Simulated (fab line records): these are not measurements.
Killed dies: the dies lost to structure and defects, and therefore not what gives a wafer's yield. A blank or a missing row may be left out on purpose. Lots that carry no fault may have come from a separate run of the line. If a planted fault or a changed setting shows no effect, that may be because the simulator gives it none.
Comparing a struck lot with a sound one + flow nand-harc + 15 out of 1159 route steps
Sound: wafers L476.2, L476.3, L476.4. Struck: wafer L484.3 (L484.5, L484.6, from the same lot, were not struck and are left out); the cause is given at the end.
For every step that has rows: the tool of each side, followed by ch and its chambers, followed by its first start. Under that, the readings that differ: sound wafers + struck wafers + difference of the means + sigmas: that difference in standard deviations of wafers without a fault.
alike: same words and numbers on both sides, and readings whose means sit less than 2 such deviations apart. not compared: any withheld reading, any reading some wafer has no value for, any bound like >300 that may hide the same value, and any number with overlapping values for which the record gives no deviation.
The two part at a step that has a row with sigmas, a row that says differs or no value, or rows on one side only. When numbers do not overlap yet have no deviation, they are printed without sigmas and do not part them. A reading that every wafer of one side lacks parts them only if that side has two wafers or more.

first, 7 steps without rows for these wafers: NHARC_P_M0_COAT_33 (time 65 s); NHARC_P_M0_COAT_03 (resist thk 90 nm); NHARC_P_M0_SOFTBAKE_04 (time 55 s); NHARC_P_M0_EBR_05; NHARC_P_M0_EXPOSE_06 (exposes mask P M0, target cd 90 nm); NHARC_P_M0_PEB_07 (peb time 65 s); NHARC_P_M0_DEVELOP_08 (develop time 35 s).
NHARC_P_M0_CD_MEAS_09: target cd 90 nm.
  sound on cd-sem-02 ch 0, day 7 00:28; struck on cd-sem-01 ch 0, day 9 05:50
  alike: cd-nm
NHARC_P_M0_OVL_MEAS_10: pitch 180 nm.
  sound: overlay-01 at day 7 00:34; struck: overlay-01 at day 9 05:56
  alike: overlay-x-nm, overlay-y-nm
NHARC_P_M0_INSPECT_11:
  sound: defect-inspect-01 at day 7 00:35; struck: defect-inspect-01 at day 9 05:58
  alike: raw-defect-count
NHARC_P_M0_DESCUM_14: chemistry O2, time 3 s.
  sound on rie-diel-08 ch 0,1,3, day 7 00:40; struck on rie-diel-08 ch 1, day 9 06:01
| reading                | sound | struck | difference | sigmas |
|------------------------|-------|--------|------------|--------|
| rf-hours-counter-h (h) | 1 1 1 | 4      | +3         |        |
  alike: drypump-motor-current-A, mfc-ar-sccm, oes-product-au, rf-vpp-V, showerhead-plenum-p-Torr, throttle-valve-pct
NHARC_P_M0_ETCH_34: etches the open film in N2/H2, target depth 40 nm, overetch 12 nm, time 43.94 s.
  sound on rie-diel-08 ch 0,2,3, day 7 00:44; struck on rie-diel-08 ch 1, day 9 06:07
| reading                | sound | struck | difference | sigmas |
|------------------------|-------|--------|------------|--------|
| rf-hours-counter-h (h) | 1 1 1 | 4      | +3         |        |
  alike: drypump-motor-current-A, mfc-ar-sccm, oes-product-au, rf-vpp-V, run-length-s, showerhead-plenum-p-Torr, throttle-valve-pct
NHARC_P_M0_ETCH_15: etches the open film in C4F8/Ar, target depth 150 nm, overetch 15 nm, time 82.5 s.
  sound on rie-diel-08 ch 0,1,3, day 7 00:50; struck on rie-diel-08 ch 0, day 9 06:13
| reading                | sound             | struck | difference | sigmas |
|------------------------|-------------------|--------|------------|--------|
| rf-hours-counter-h (h) | 1 1 1             | 3      | +2         |        |
| run-length-s (s)       | 103.7 104.1 103.1 | 92.9   | -10.7      | -28    |
  alike: oes-product-au, rf-vpp-V
NHARC_P_M0_CD_MEAS_16:
  sound: cd-sem-02 at day 7 00:58; struck: cd-sem-01 at day 9 06:20
  alike: cd-nm
-- record jumps: 13 days between struck wafers' starts before vs after; left off in module P_M0, resumes in module END, first step shown is number 1159 of the route --
NHARC_END_SORT_01:
  the record has rows for the struck wafers here (prober-02 ch 0, day 22 18:17) and none for the sound ones

WHERE THEY PART
Last at NHARC_END_SORT_01 as far as this record goes, first at NHARC_P_M0_ETCH_15.

WHY: what had been put in by the simulator
rie-diel-08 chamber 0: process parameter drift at NHARC_P_M0_ETCH_15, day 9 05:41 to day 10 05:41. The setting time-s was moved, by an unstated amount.
